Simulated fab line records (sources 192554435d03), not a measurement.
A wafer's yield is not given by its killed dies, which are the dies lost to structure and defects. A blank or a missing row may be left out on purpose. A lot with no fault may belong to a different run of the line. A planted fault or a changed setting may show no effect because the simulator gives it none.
Chamber matching    flow n5 finfet    4 sister chambers for N5_GATE_CUT_CMP_02 on cmp-03
The step polishes, stops on SiO2, t overpolish 12.7 s, target thk 0 nm. 14 wafers are shown with their chamber, then 7 later ones without.

EACH WAFER AND ITS CHAMBER
wafer   chamber  motor current A (A)  time to endpoint s (s)  overpolish run s (s)
L079.2  1        7.8                  27.6                    12.714
L079.4  0        9.6                  24.0                    12.706
L079.6  2        10.2                 28.5                    12.705
L085.1  1        7.8                  27.0                    12.693
L085.2  0        9.4                  28.8                    12.693
L085.3  3        11.9                 25.0                    12.711
L085.4  2        10.3                 28.6                    12.700
L085.5  2        10.5                 27.5                    12.694
L085.6  1        7.8                  25.5                    12.704
L086.3  0        10.2                 26.9                    12.708
L086.4  2        10.5                 25.7                    12.696
L086.5  0        9.2                  25.6                    12.699
L089.2  2        10.7                 29.6                    12.706
L089.3  0        9.9                  24.7                    12.696

SIGNATURES, as means of the wafers listed above
reading             chamber 0  chamber 1  chamber 2  chamber 3  scatter within a chamber
motor current A     9.660      7.800      10.440     11.900     0.28
time to endpoint s  26.000     26.700     27.980     25.000     1.6
overpolish run s    12.70040   12.70367   12.70020   12.71100   0.00706
Rule: for each reading, subtract the chamber's mean from the wafer's reading, divide by that reading's scatter and square the result; add these up over the readings and take the root, which gives the wafer's distance from the chamber. The wafer belongs to the nearest chamber; if the next one is less than 2 further off, it can't be placed. The scatter: the root of (the sum of the squares of (reading less its chamber's mean) over the shown wafers, divided by (wafers less chambers)).

WAFERS MISSING THEIR CHAMBER
wafer   motor current A (A)  time to endpoint s (s)  overpolish run s (s)
L089.6  11.2                 25.1                    12.697
L090.1  8.1                  23.6                    12.692
L090.2  9.5                  24.1                    12.700
L090.6  9.3                  25.8                    12.712
L095.2  7.9                  23.2                    12.696
L095.5  9.6                  23.6                    12.699
L095.6  8.3                  25.0                    12.692

THE CHAMBER EACH PASSED THROUGH
wafer   from the rows above      in truth
L089.6  can't be placed: 3 or 2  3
L090.1  1                        1
L090.2  0                        0
L090.6  0                        0
L095.2  1                        1
L095.5  0                        0
L095.6  1                        1
6 of 7 placed correctly. Cannot be placed on the basis of these rows: 1; the candidates contain the true chamber in 1. Wrongly placed: 0.
